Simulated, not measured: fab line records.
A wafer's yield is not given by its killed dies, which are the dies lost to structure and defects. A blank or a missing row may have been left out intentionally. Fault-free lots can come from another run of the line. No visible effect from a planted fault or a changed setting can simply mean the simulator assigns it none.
Matching of chambers	flow nandHarc	NHARC_A_CONTACT_ETCH_106 on rieDiel-05 has 4 sister chambers
The step etches the open film in CF4/O2, target depth 90 nm, overetch 9 nm, time 49.5 s. 18 wafers are shown with their chamber, then 9 later ones without.

== WAFERS PAIRED WITH THEIR CHAMBERS ==
wafer	chamber	drypumpMotorCurrentA (A)	showerheadPlenumPTorr (Torr)	rfVppV (V)
L909.2	2	5.8	1.33	197.8
L909.5	0	5.5	1.31	197.0
L909.6	1	5.5	1.40	199.2
L914.2	3	4.9	1.29	196.6
L914.3	0	5.5	1.30	196.6
L914.6	2	5.7	1.33	197.5
L915.1	3	4.9	1.29	196.3
L915.4	3	4.9	1.29	196.4
L915.6	2	5.8	1.33	198.2
L919.3	3	4.9	1.29	197.6
L919.5	3	4.9	1.29	197.5
L919.6	0	5.5	1.30	197.0
L921.1	2	5.7	1.33	198.9
L921.3	1	5.5	1.40	199.3
L921.6	1	5.5	1.40	198.5
L920.2	0	5.5	1.30	197.7
L920.3	2	5.7	1.33	197.8
L920.5	3	4.9	1.28	196.3

SIGNATURES (averages over the wafers above)
reading	chamber 0	chamber 1	chamber 2	chamber 3	scatter within a chamber
drypumpMotorCurrentA	5.500	5.500	5.740	4.900	0.0293
showerheadPlenumPTorr	1.3025	1.4000	1.3300	1.2883	0.00336
rfVppV	197.075	199.000	198.040	196.783	0.535
Rule: distance of a wafer from a chamber = root of the sum over the readings of ((wafer's reading minus chamber's mean) / reading's scatter) squared. The wafer belongs to the nearest chamber; if the next one is less than 2 further off, it can't be placed. The scatter is the square root of a quotient: the sum, over the shown wafers, of each reading's squared deviation from its chamber's mean, divided by wafers minus chambers.

== WAFERS WHOSE CHAMBER IS MISSING ==
wafer	drypumpMotorCurrentA (A)	showerheadPlenumPTorr (Torr)	rfVppV (V)
L930.3	4.9	1.28	197.1
L930.4	5.5	1.39	196.9
L930.5	4.9	1.28	197.4
L931.1	5.5	1.39	198.5
L931.3	5.8	1.32	197.5
L931.5	5.5	1.30	195.3
L932.2	5.5	1.30	198.0
L932.4	5.8	1.32	198.6
L932.6	5.8	1.32	197.6

== THE CHAMBER EACH PASSED THROUGH ==
wafer	from the rows above	in truth
L930.3	3	3
L930.4	1	1
L930.5	3	3
L931.1	1	1
L931.3	2	2
L931.5	0	0
L932.2	0	0
L932.4	2	2
L932.6	2	2
Correct placement for 9 of the 9. Not placeable from these rows: 0. Number placed wrongly: 0.
